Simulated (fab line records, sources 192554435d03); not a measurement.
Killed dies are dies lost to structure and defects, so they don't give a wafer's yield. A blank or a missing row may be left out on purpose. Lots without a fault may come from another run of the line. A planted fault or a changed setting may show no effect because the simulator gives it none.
Chamber matching | flow n5_finfet | N5_BEOL_M10_DESCUM_16 on rie_diel-06: 4 sister chambers
The step chemistry O2, time 7.9 s. 8 wafers are shown with their chamber, then 10 later ones without.

WAFERS WITH THEIR CHAMBER
wafer  | chamber | throttle_valve_pct (%) | showerhead_plenum_p_Torr (Torr)
L079.4 | 2       | 20.32                  | 2.14
L085.2 | 3       | 20.55                  | 2.02
L085.4 | 2       | 20.34                  | 2.14
L086.6 | 3       | 20.56                  | 2.01
L087.3 | 0       | 20.60                  | 2.01
L087.6 | 1       | 19.96                  | 2.01
L092.1 | 0       | 20.60                  | 2.00
L092.4 | 1       | 19.95                  | 2.01

WAFERS WITHOUT THEIR CHAMBER
wafer  | throttle_valve_pct (%) | showerhead_plenum_p_Torr (Torr)
L092.6 | 20.56                  | 2.01
L091.1 | 20.55                  | 2.01
L091.2 | 20.61                  | 2.00
L091.3 | 20.37                  | 2.14
L094.1 | 20.61                  | 2.00
L094.5 | 20.58                  | 2.01
L094.6 | 20.59                  | 2.00
L096.1 | 20.63                  | 2.00
L096.2 | 20.38                  | 2.13
L096.4 | 20.59                  | 2.01

WHICH CHAMBER EACH WENT THROUGH
wafer  | from the rows above     | in truth
L092.6 | 3                       | 3
L091.1 | 3                       | 3
L091.2 | 0                       | 0
L091.3 | 2                       | 2
L094.1 | 0                       | 0
L094.5 | can't be placed: 0 or 3 | 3
L094.6 | 0                       | 0
L096.1 | 0                       | 0
L096.2 | 2                       | 2
L096.4 | 0                       | 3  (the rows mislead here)
Placed correctly: 8 of 10. Can't be placed from these rows: 1 (the true chamber is among the candidates in 1). Placed wrongly: 1.
How it was worked out, from the rows above alone: a wafer's distance from a chamber is the root of the sum, over the readings, of the square of ((its reading less the chamber's mean) divided by the reading's scatter). The wafer belongs to the nearest chamber; if the next one is less than 2 further off, it can't be placed. A chamber's mean is the mean of its shown wafers. The scatter: the root of (the sum of the squares of (reading less its chamber's mean) over the shown wafers, divided by (wafers less chambers)).
